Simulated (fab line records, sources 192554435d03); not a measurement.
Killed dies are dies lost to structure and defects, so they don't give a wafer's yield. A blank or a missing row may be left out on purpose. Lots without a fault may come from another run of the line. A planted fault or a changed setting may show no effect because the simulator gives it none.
fab line records | flow n5_finfet
record lots=5 wafers=15 last_day=16
route steps=1938 shown PMOS_HMC_CHANNEL_EPI@79 FIN_SAQP@90 FIN_CUT@165 BEOL_M4@1111 PASSIVATION@1936
lots that met no fault: from a run of the same line without faults
start_h: hours from the record's first day to the start of the lot's first wafer shown | wait_h: hours since the lot's step before | " the same as in the row above | L1.1+2: a row that stands for several wafers | - no value, or no start given | * or withheld: withheld | < > ~ a bound
route shown NAME@n: a module of which the file shows steps, and the number in the route of the first | usual: mean/standard deviation of fault-free wafers | same: alike in all rows | chamber/n: place in a boat | sites: the reading at each site | _std_site: their standard deviation | _edge_site: outer sites' mean less inner sites' | radius_mm: how far each site lies from the wafer's centre | mask NAME#n: copy n | behind: the tool/chamber that last shaped the wafer | hold: why the lot was held/for how many hours/how that ended | device: the transistor (n, p or np) that didn't switch | end of line: the same wafers' tests at the end of the route | a step without rows: its recipe alone | killed: dies lost to structure and defects at the first sort, not the wafer's yield | map: a wafer's dies, x killed, . not, _ none there
set.NAME: the setting as run; set.NAME@STEP: as run at that earlier step | model.NAME: the simulator's own value behind a step, which no gauge read
lots at some steps of the route; a table a step, a row a wafer
## steps
# step N5_PMOS_HMC_CHANNEL_EPI_HM_STRIP_35
# recipe chemistry=dHF temp_c=25 material=SiO2 target=SiO2 target_depth_a=396 time_s=216
# step N5_PMOS_HMC_CHANNEL_EPI_SRD_39
# recipe dry=ipa_marangoni time_s=30 temp_c=23 rinse_liquid=diw
# step N5_PMOS_HMC_CHANNEL_EPI_CMP_21
# recipe material=SiGe30 post_cmp_clean=alkaline_brush target_thk_nm=54
# step N5_PMOS_HMC_CHANNEL_EPI_PRECLEAN_40
# recipe chemistry=DHF time_s=30 temp_c=25 dilution=withheld
# step N5_PMOS_HMC_CHANNEL_EPI_PRECLEAN_37
# recipe chemistry=O3/DIW time_s=45 temp_c=22 o3_ppm=10
# step N5_PMOS_HMC_CHANNEL_EPI_PRECLEAN_24
# recipe chemistry=DHF time_s=30 temp_c=25 dilution=withheld
# step N5_PMOS_HMC_CHANNEL_EPI_SRD_25
# recipe dry=ipa_marangoni do_ppb=5 time_s=30 temp_c=23 rinse_liquid=diw
# step N5_PMOS_HMC_CHANNEL_EPI_EPI_26
# recipe material=Si target_thk_a=38 temp_c=650 precursor=SiH4/H2 pressure_torr=20 time_s=22.7
# step N5_FIN_SAQP_PRECLEAN_42
# recipe chemistry=O3/DIW time_s=60 temp_c=22 o3_ppm=10
# step N5_FIN_SAQP_PRECLEAN_00
# recipe chemistry=SC1 time_s=60 temp_c=55 mix=1:2:50
# usual nh4oh_flow_mL_min=28.32/0.11
# columns lot.wafer tool chamber start_h wait_h nh4oh_flow_mL_min
L810.2 wet_bench-01 3 38.77 0.0 28.35
L810.3 " 5 " " 28.63
L810.6 " 6 " " 28.40
L822.4 wet_bench-02 0 110.34 0.0 28.26
L822.5 " 6 " " 28.36
L822.6 " 7 " " 28.32
L823.4 wet_bench-01 2 116.54 0.0 28.17
L823.5 " 6 " " 28.38
L823.6 " 7 " " 28.39
L824.2 wet_bench-01 0 122.51 0.0 28.37
L824.3 " 2 " " 28.25
L824.4 " 7 " " 28.60
L825.1 wet_bench-01 1 129.25 0.0 28.27
L825.2 " 4 " " 28.20
L825.6 " 5 " " 28.31
# step N5_FIN_SAQP_PRECLEAN_44
# recipe chemistry=SC2 time_s=45 temp_c=35 mix=1:1:50
# step N5_FIN_SAQP_SRD_01
# recipe dry=ipa_marangoni time_s=30 temp_c=23 rinse_liquid=diw
# step N5_FIN_SAQP_ALD_61
# recipe material=SiO2 target_thk_a=40 temp_c=300 ald_precursor_family=BDEAS ald_co_reactant=O2-plasma pulse_time_s=1 purge_time_s=2 co_reactant_purge_time_s=2 ald_cycles=43 pressure_torr=2
# step N5_FIN_SAQP_DENSIFY_62
# recipe temp_c=700 time_s=60 ambient=N2 idle_temp_c=600 ramp_up_c_per_s=150 ramp_down_c_per_s=60 cool_to_c=600
# step N5_FIN_SAQP_HM_DEP_03
# recipe material=SiNx target_thk_a=380 temp_c=400 precursor=SiH4/NH3/N2 pressure_torr=1.5 rf_w=300 time_s=33.6
# step N5_FIN_SAQP_PECVD_47
# recipe material=a-Si target_thk_a=450 temp_c=400 precursor=SiH4/He pressure_torr=3 rf_w=100 time_s=36.3
# step N5_FIN_SAQP_PECVD_48
# recipe material=SiNx target_thk_a=250 temp_c=400 precursor=SiH4/NH3/N2 pressure_torr=1.5 rf_w=300 time_s=22.1
# step N5_FIN_SAQP_PECVD_06
# recipe material=a-Si target_thk_a=600 temp_c=400 precursor=SiH4/He pressure_torr=3 rf_w=100 time_s=48.1
# step N5_FIN_SAQP_HM_DEP_72
# recipe material=SiO2 target_thk_a=120 temp_c=400 precursor=SiH4/N2O pressure_torr=0.75 rf_w=275 time_s=7.2
# step N5_FIN_SAQP_COAT_49
# recipe resist=SOC temp_c=250 time_s=60 spin_rpm=1500 resist_thk_nm=100
# step N5_FIN_SAQP_COAT_50
# recipe resist=SiARC temp_c=220 time_s=60 spin_rpm=1500 resist_thk_nm=35
# step N5_FIN_SAQP_COAT_10
# recipe resist=CAR-ArF spin_rpm=1500 resist_thk_nm=90
# step N5_FIN_SAQP_EBR_12
# recipe solvent=PGMEA ebr_width_mm=1.5
# step N5_FIN_SAQP_SOFTBAKE_11
# recipe temp_c=110 time_s=60 resist=CAR-ArF
# step N5_FIN_SAQP_EXPOSE_13
# recipe mask_id=FIN_CORE na=1.35 source_shape=dipole sigma_inner=0.538 sigma_outer=0.738 polarization=te target_cd_nm=35.6 dose_mj=63.25
# step N5_FIN_SAQP_PEB_14
# recipe peb_temp_c=withheld peb_time_s=60 resist=CAR-ArF
# step N5_FIN_SAQP_DEVELOP_15
# recipe develop_time_s=30 developer=TMAH resist=CAR-ArF dev_temp_c=23 rinse_liquid=diw dry=air_spin
# step N5_FIN_SAQP_INSPECT_18
# recipe mode=adi inspect_instrument=brightfield
# usual raw_defect_count=411/120
# columns lot.wafer tool chamber start_h wait_h raw_defect_count
L810.2 defect_inspect-01 - 40.13 0.0 598
L810.3 " - " " 483
L810.6 " - " " 340
L822.4 defect_inspect-02 - 111.77 0.0 308
L822.5 " - " " 269
L822.6 " - " " 226
L823.4 defect_inspect-01 - 117.93 0.0 648
L823.5 " - " " 778
L823.6 " - " " 806
L824.2 defect_inspect-02 - 123.81 0.0 847
L824.3 " - " " 642
L824.4 " - " " 746
L825.1 defect_inspect-02 - 130.66 0.0 986
L825.2 " - " " 877
L825.6 " - " " 953
# step N5_FIN_SAQP_DESCUM_21
# recipe chemistry=O2 time_s=7.9 source_power_w=50 bias_power_w=20 pressure_mtorr=20 rf_frequency_hz=2.712e+07 temp_c=40 resist=CAR-ArF o2_flow_sccm=225
# step N5_FIN_SAQP_ETCH_51
# recipe chemistry=CF4 target=SiARC target_depth_a=455 mask_material=CAR-ArF time_s=75.8 ion_energy_ev=80 pressure_mtorr=40 source_w=545 bias_w=36 Ar_flow_sccm=100 cf4_flow_sccm=100 ends=cleared
# step N5_FIN_SAQP_ETCH_52
# recipe chemistry=N2/H2 target=SOC target_depth_a=1000 overetch_a=200 mask_material=SiARC temp_c=40 time_s=150 ion_energy_ev=200 pressure_mtorr=30 source_w=840 bias_w=150 n2_flow_sccm=200 h2_flow_sccm=200 ends=end_point
# step N5_FIN_SAQP_STRIP_53
# recipe chemistry=N2/H2 temp_c=40 n2_flow_sccm=200 h2_flow_sccm=200 rf_frequency_hz=6e+07
# step N5_FIN_SAQP_HM_OPEN_73
# recipe chemistry=CHF3/O2 target=SiO2 stop_on=a-Si target_depth_a=120 over_etch_frac=1.8 mask_material=SOC time_s=16.8 pressure_mtorr=30 source_w=650 bias_w=170 Ar_flow_sccm=200 CHF3_flow_sccm=50 O2_flow_sccm=5 ion_energy_ev=200 ends=end_point
# step N5_FIN_SAQP_STRIP_74
# recipe chemistry=CHF3/O2 resist=SiARC rf_frequency_hz=6e+07
# step N5_FIN_SAQP_MANDREL_ETCH_22
# recipe target_depth_a=600 chemistry=HBr/Cl2 target=a-Si stop_on=SiNx bt_time_s=10 over_etch_frac=0.5 time_s=30 pressure_mtorr=10 icp_w=800 bias_w=75 HBr_flow_sccm=150 Cl2_flow_sccm=80 ends=end_point
# step N5_FIN_SAQP_INSPECT_40
# recipe inspect_instrument=brightfield mode=aei
# usual raw_defect_count=217/56
# columns lot.wafer tool chamber start_h wait_h raw_defect_count
L810.2 defect_inspect-01 - 45.43 0.0 371
L810.3 " - " " 207
L810.6 " - " " 247
L822.4 defect_inspect-01 - 116.20 0.0 255
L822.5 " - " " 183
L822.6 " - " " 178
L823.4 defect_inspect-02 - 122.16 0.0 593
L823.5 " - " " 608
L823.6 " - " " 839
L824.2 defect_inspect-01 - 127.99 0.0 605
L824.3 " - " " 622
L824.4 " - " " 656
L825.1 defect_inspect-02 - 135.39 0.0 644
L825.2 " - " " 640
L825.6 " - " " 696
# step N5_FIN_CUT_INSPECT_10
# recipe mode=adi inspect_instrument=brightfield
# usual raw_defect_count=40/11
# columns lot.wafer tool chamber start_h wait_h raw_defect_count
L810.2 defect_inspect-01 - 45.82 0.0 69
L810.3 " - " " 36
L810.6 " - " " 39
L822.4 defect_inspect-01 - 116.60 0.0 39
L822.5 " - " " 47
L822.6 " - " " 42
L823.4 defect_inspect-01 - 122.55 0.0 407
L823.5 " - " " 395
L823.6 " - " " 449
L824.2 defect_inspect-02 - 128.38 0.0 418
L824.3 " - " " 435
L824.4 " - " " 411
L825.1 defect_inspect-01 - 135.90 0.1 445
L825.2 " - " " 422
L825.6 " - " " 453
# step N5_BEOL_M4_RC_MEAS_101
# usual DIBL_N=36.0/2.5 DIBL_P=36.3/2.8 IOFF_N=0.16/0.042 IOFF_P=0.21/0.045 ION_N=673/15 ION_P=463/8.1 SS_N=71.4/0.73 SS_P=73.3/0.92 VT_N=251/4.1 VT_P=-250/3.4
# columns lot.wafer tool chamber start_h wait_h DIBL_N[mV/V] DIBL_P[mV/V] IOFF_N[nA/um] IOFF_P[nA/um] ION_N[uA/um] ION_P[uA/um] SS_N[mV/dec] SS_P[mV/dec] VT_N[mV] VT_P[mV]
L810.2 prober-01 0 184.87 0.2 36.8 37.3 0.16 0.25 665 462 71.4 73.8 249 -248
L810.3 " 0 " " 37.7 39.2 0.19 0.30 697 486 72.5 74.4 248 -242
L810.6 " 0 " " 36.7 38.5 0.17 0.26 674 468 72.0 74.4 251 -246
L822.4 prober-02 0 253.63 0.5 42.7 43.2 0.30 0.32 708 471 73.0 74.9 241 -249
L822.5 " 0 " " 38.4 39.2 0.19 0.24 683 468 71.7 74.1 249 -249
L822.6 " 0 " " 39.3 38.9 0.17 0.21 671 455 72.6 74.5 251 -252
L823.4 prober-02 0 255.44 0.5 39.2 40.3 0.23 0.26 693 474 71.5 74.8 244 -248
L823.5 " 0 " " 37.0 37.3 0.17 0.20 685 467 71.0 74.8 250 -250
L823.6 " 0 " " 39.9 40.4 0.24 0.26 697 466 72.1 74.2 247 -248
L824.2 prober-01 0 269.73 0.2 34.8 34.0 0.11 0.17 655 453 71.0 73.1 257 -254
L824.3 " 0 " " 36.2 35.1 0.13 0.20 676 468 71.2 73.8 254 -252
L824.4 " 0 " " 36.4 36.6 0.13 0.22 668 470 71.2 74.0 255 -249
L825.1 prober-01 0 278.73 0.0 38.8 39.8 0.22 0.24 695 468 72.3 74.2 243 -247
L825.2 " 0 " " 37.1 36.6 0.16 0.18 674 456 71.7 73.0 250 -256
L825.6 " 0 " " 38.9 39.5 0.20 0.24 690 455 72.5 74.6 247 -250
# step N5_PASSIVATION_PROBE_49
# usual defect_limited_yield=91.0/1.4 killed_at_M0_to_M3=36/11 killed_at_M4_up=13/5.4 killed_at_contacts=12/6.4 killed_at_front_end=41/13 killed_at_other=2.9/2.3 killed_dies=106/17 killed_open=70/12 killed_short=34/8.4 sort_bin_4_leakage=0.01/0.057 sort_bin_5_function=5.2/1 sort_bin_6_memory=3.4/0.63 sort_n_pass=1074/18 sort_yield_pct=91.0/1.6
# same gross_dies=1180 killed_at_back_side=0 sort_bin_8_speed[%]=0
# columns lot.wafer tool chamber start_h wait_h defect_limited_yield[%] killed_at_M0_to_M3 killed_at_M4_up killed_at_contacts killed_at_front_end killed_at_other killed_dies killed_open killed_short sort_bin_4_leakage[%] sort_bin_5_function[%] sort_bin_6_memory[%] sort_n_pass sort_yield_pct[%]
L810.2 prober-01 - 287.71 0.1 91.8 24 11 22 33 7 97 65 32 0 4.6 3.5 1083 91.8
L810.3 prober-01 - 287.76 0.1 90.3 47 7 8 46 7 115 75 39 0 6.0 3.5 1065 90.3
L823.4 prober-01 - 355.97 0.2 88.7 21 11 10 91 0 133 68 16 0 6.0 3.6 1047 88.7
L823.5 prober-01 - 356.02 0.2 81.8 38 17 16 144 0 215 77 32 0 11.7 4.7 965 81.8
L823.6 prober-01 - 356.07 0.3 85.8 27 15 5 120 1 168 83 26 0 8.6 4.0 1012 85.8
L822.4 prober-01 - 360.15 0.2 91.7 31 7 13 47 0 98 62 35 0.68 4.2 3.8 1074 91.0
L822.5 prober-01 - 360.20 0.2 91.1 36 13 10 46 0 105 70 32 0 5.3 3.2 1075 91.1
L822.6 prober-01 - 360.25 0.3 91.9 43 9 8 35 1 96 70 19 0 4.2 3.2 1084 91.9
L824.2 prober-02 - 362.45 0.1 81.9 38 5 12 156 3 214 51 46 0 11.1 4.7 966 81.9
L824.3 prober-02 - 362.50 0.1 86.2 56 8 18 79 2 163 72 44 0 8.9 3.5 1017 86.2
L824.4 prober-02 - 362.55 0.2 86.5 43 9 25 77 5 159 70 35 0 8.6 4.1 1021 86.5
L825.1 prober-01 - 372.11 0.0 85.0 27 18 5 123 4 177 45 28 0 10.3 2.9 1003 85.0
L825.2 prober-01 - 372.16 0.1 81.9 30 21 7 149 6 213 77 23 0 12.5 4.1 967 81.9
L825.6 prober-01 - 372.36 0.3 80.8 50 9 16 148 3 226 77 41 0 12.6 5.0 954 80.8
# killed by level:class
L810.2 MOL_CONTACT_COAG:geometric_particle:open=17 FIN_SAQP:geometric_particle:short=9 FIN_SAQP:geometric_particle:open=8 BEOL_M0_SAQP:geometric_particle:open=8 MOL_CONTACT_COAG:geometric_particle:short=5 BEOL_M4:geometric_particle:open=5 DUMMY_GATE:geometric_particle:open=4 BEOL_M0_SAQP:geometric_particle:short=4
L810.3 BEOL_M0_SAQP:geometric_particle:short=19 FIN_SAQP:geometric_particle:open=11 BEOL_M0_SAQP:geometric_particle:open=10 STI_FIN_REVEAL:geometric_particle:open=9 BEOL_M3:geometric_particle:open=8 MOL_CONTACT_COAG:geometric_particle:open=6 BEOL_M1:geometric_particle:open=5 DUMMY_GATE:geometric_particle:open=4
L823.4 FIN_SAQP:unspecified=48 STI_FIN_REVEAL:geometric_particle:open=16 FIN_SAQP:geometric_particle:open=13 MOL_CONTACT_COAG:geometric_particle:open=9 BEOL_M1:geometric_particle:open=7 BEOL_M0_SAQP:geometric_particle:open=5 BEOL_M4:geometric_particle:open=5 STI_FIN_REVEAL:geometric_particle:short=4
L823.5 FIN_SAQP:unspecified=100 MOL_CONTACT_COAG:geometric_particle:open=13 FIN_SAQP:geometric_particle:open=12 BEOL_M0_SAQP:geometric_particle:open=10 BEOL_M3:geometric_particle:open=8 BEOL_M4:geometric_particle:open=8 FIN_SAQP:geometric_particle:short=7 BEOL_M1:geometric_particle:open=6
L823.6 FIN_SAQP:unspecified=57 FIN_SAQP:geometric_particle:open=39 FIN_SAQP:geometric_particle:short=9 BEOL_M4:geometric_particle:open=6 BEOL_M1:geometric_particle:open=6 DUMMY_GATE:geometric_particle:open=5 MOL_CONTACT_COAG:geometric_particle:open=4 BEOL_M8:geometric_particle:open=4
L822.4 FIN_SAQP:geometric_particle:short=14 MOL_CONTACT_COAG:geometric_particle:open=11 FIN_SAQP:geometric_particle:open=9 STI_FIN_REVEAL:geometric_particle:open=9 BEOL_M2:geometric_particle:open=7 STI_FIN_REVEAL:geometric_particle:short=6 BEOL_M3:geometric_particle:open=6 BEOL_M4:geometric_particle:open=5
L822.5 FIN_SAQP:geometric_particle:open=12 FIN_SAQP:geometric_particle:short=11 BEOL_M3:geometric_particle:open=8 MOL_CONTACT_COAG:geometric_particle:open=8 BEOL_M0_SAQP:geometric_particle:open=7 STI_FIN_REVEAL:geometric_particle:open=5 BEOL_M1:geometric_particle:open=5 DUMMY_GATE:geometric_particle:open=4
L822.6 BEOL_M3:geometric_particle:open=12 STI_FIN_REVEAL:geometric_particle:open=8 FIN_SAQP:geometric_particle:open=7 MOL_CONTACT_COAG:geometric_particle:open=7 BEOL_M0_SAQP:geometric_particle:open=7 BEOL_M2:geometric_particle:open=6 BEOL_M0_SAQP:geometric_particle:short=5 BEOL_M1:geometric_particle:open=5
L824.2 FIN_SAQP:unspecified=116 BEOL_M0_SAQP:geometric_particle:short=11 STI_FIN_REVEAL:geometric_particle:open=8 GATE_CUT:geometric_particle:short=8 BEOL_M0_SAQP:geometric_particle:open=8 MOL_CONTACT_COAG:geometric_particle:open=7 FIN_SAQP:geometric_particle:open=6 BEOL_M3:geometric_particle:open=6
L824.3 FIN_SAQP:unspecified=44 BEOL_M0_SAQP:geometric_particle:short=17 MOL_CONTACT_COAG:geometric_particle:open=15 BEOL_M2:geometric_particle:open=10 BEOL_M0_SAQP:geometric_particle:open=9 FIN_SAQP:geometric_particle:open=7 FIN_SAQP:geometric_particle:short=7 BEOL_M1:geometric_particle:open=6
L824.4 FIN_SAQP:unspecified=52 MOL_CONTACT_COAG:geometric_particle:open=21 BEOL_M0_SAQP:geometric_particle:short=14 BEOL_M0_SAQP:geometric_particle:open=10 FIN_SAQP:geometric_particle:open=7 BEOL_M2:geometric_particle:open=7 BEOL_M3:geometric_particle:open=5 BEOL_M4:geometric_particle:open=5
L825.1 FIN_SAQP:unspecified=102 BEOL_M1:geometric_particle:open=9 FIN_SAQP:geometric_particle:short=7 FIN_SAQP:geometric_particle:open=5 BEOL_M0_SAQP:geometric_particle:open=5 BEOL_M5:geometric_particle:open=5 GATE_CUT:geometric_particle:short=3 MOL_CONTACT_COAG:geometric_particle:short=3
L825.2 FIN_SAQP:unspecified=109 FIN_SAQP:geometric_particle:open=19 BEOL_M4:geometric_particle:open=12 BEOL_M0_SAQP:geometric_particle:open=8 FIN_SAQP:geometric_particle:short=6 MOL_CONTACT_COAG:geometric_particle:open=5 BEOL_M2:geometric_particle:open=5 BEOL_M3:geometric_particle:open=5
L825.6 FIN_SAQP:unspecified=107 FIN_SAQP:geometric_particle:open=20 MOL_CONTACT_COAG:geometric_particle:open=11 BEOL_M1:geometric_particle:open=9 BEOL_M0_SAQP:geometric_particle:short=8 BEOL_M0_SAQP:geometric_particle:open=8 FIN_SAQP:geometric_particle:short=7 BEOL_M2:geometric_particle:open=7
# map L823.5 (x killed, . not)
_________________......x.....________________
______________..x.......x......._____________
___________x...x..............x.xxx__________
__________........x..........xx.xx.x_________
________.x..x.x.x..x.......x.xxxxxxxxx_______
_______..xx..x.x............xxxxxxxxxxx______
______...x....x........x...xxxxxxxxxxx.._____
_____..............x......xxxxxxxxxxxxx..____
____..........x............xxxxxxxxxxx.x..___
___....................x.xx.xxxxxxxxxxx....__
___.......x................xxxxxxxxxxxx....__
__.........................x..xxxxxx.xx..x.._
__..x...........x..x.x..........xxxx........_
_.x......................x....x.x............
_.....xx.....x..........x....x....x.x.......x
_...x........x................x..............
_.......x............x................x.x....
_....................x...........x..........x
_.x...........x....xx...x..............x...x.
_.x.........x...xx..........x..x.............
_x.....x.................x........x......x...
__.......x........x.......x......xxxx......._
__.......x......x..x..........x..........x.._
___.......x..x.....x...x...x....x..........__
___...x......x................x......x...x.__
____..............x...............x......x___
_____..................x.............x...____
______.................................._____
_______.x........x...............x.....______
________x....x.......x....x..........._______
__________x....x...................._________
___________.x..............x.x.....__________
______________x.....x..........._____________
_________________.......x...x________________
# map L824.2 (x killed, . not)
_________________............________________
______________.....x...x........_____________
___________...x............x.......__________
__________..xx.x...................._________
________..x.....x.....x.......x......._______
_______.......................x.x......______
______.................x....x.x........._____
_____.........x.........x................____
____.......x...........x....x..........x..___
___.......x...x..x..x........x.....xx...x.x__
___.............x..........................__
__...................x...............x...x.._
__....................x........x...x........_
_..........................x..x....x..x......
_....x..x...x...x................x...........
_...............xx.xx.x..x.......x...........
_.....x......xxx.xxxxx.............x..x......
_.......x..xx.xxxxxxxxxx.....................
_x...x..xx.xxxxxxxxxxxx....x............x....
_...........xxxxxxxxxxxx..x.x.............x..
_.......x.xxxxxxxxxxxxxx.x............x...x..
__........xxxx.xxxxxxxxxx..x.............x.._
__....x.....xxxx.xxxxxxxx...........x..x...._
___.....x...xxxxxxxxxx.x................x..__
___.x..........xxx.xx.x..................x.__
____..x........xxxxx.x...........x..x.....___
_____.........xx..xx....................x____
______.............x............x...x..._____
_______...................x..x.........______
________.xx.............x.....x..xxx.._______
__________..............x..........._________
___________..x........x.x..........__________
______________...x.............._____________
_________________.....xx.....________________
## key
first_sign step=N5_FIN_SAQP_INSPECT_18 reading=raw_defect_count direction=up sigmas=3.3 usual=411 struck=809
effect step=N5_FIN_SAQP_INSPECT_40 reading=raw_defect_count direction=up sigmas=7.8 usual=217 struck=656
effect step=N5_FIN_CUT_INSPECT_10 reading=raw_defect_count direction=up sigmas=36 usual=40 struck=426
effect step=N5_PASSIVATION_PROBE_49 reading=killed_at_front_end direction=up sigmas=6.2 usual=41 struck=121
more_kills_born_at N5_FIN_SAQP_PRECLEAN_00@wet_bench-01=735
met_at N5_FIN_SAQP_PRECLEAN_00
struck_wafers L823.4,L823.5,L823.6,L824.2,L824.3,L824.4,L825.1,L825.2,L825.6
onset_between 38.77 116.54
also_fits time
fault kind=chamber_particle_source tool=wet_bench-01 chamber=- onset_h=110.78 steps=N5_FIN_SAQP_PRECLEAN_00 rate_per_visit_cm2=0.56052 end_h=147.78
